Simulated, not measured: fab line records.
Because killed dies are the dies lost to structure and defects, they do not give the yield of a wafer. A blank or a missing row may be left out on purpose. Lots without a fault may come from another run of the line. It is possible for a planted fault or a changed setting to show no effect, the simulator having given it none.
The tool behind it: which one? :: flow nand_harc :: route of 1302 steps, sampled at 1 step: 6 lots, 17 wafers

== WHAT THE GAUGES READ, wafer by wafer ==
NHARC_A_START_INSPECT_01.
lot: L664
measured: day 7 10:34
on: defect_inspect-01
raw_defect_count: 2 8 6

lot: L669
measured: day 9 05:43
on: defect_inspect-01
raw_defect_count: 3 1 2

lot: L671
measured: day 9 13:31
on: defect_inspect-02
raw_defect_count: 2 6 1

lot: L675
measured: day 11 08:14
on: defect_inspect-02
raw_defect_count: 1 7

lot: L682
measured: day 14 07:12
on: defect_inspect-01
raw_defect_count: 3 4 1

lot: L686
measured: day 15 23:14
on: defect_inspect-02
raw_defect_count: 2 2 5

== WHICH TOOL RAN EACH LOT (tool, then ch and the chambers of the sampled wafers, then the start) ==
The record holds no process step before these readings.

== THE ANSWER, worked out from the rows above alone ==
Rule: usual is defined by the lots themselves. Put in order of their means at a reading, lots are off if they are a third of the lots or fewer, leave a main group of 4 or more, and stand apart from it by a gap of 3 or more times the standard deviation of the main group's means; of several such gaps the widest counts. A main group whose means are all the same, to the digits that the tables above print for the reading, isn't used. Also off: a lot with no number at a reading for which 4 or more lots have one. The other lots that the step has rows for count as sound.
No lot is off on any of the readings shown, so nothing can be concluded from this.

== WHAT WAS PUT IN BY THE SIMULATOR ==
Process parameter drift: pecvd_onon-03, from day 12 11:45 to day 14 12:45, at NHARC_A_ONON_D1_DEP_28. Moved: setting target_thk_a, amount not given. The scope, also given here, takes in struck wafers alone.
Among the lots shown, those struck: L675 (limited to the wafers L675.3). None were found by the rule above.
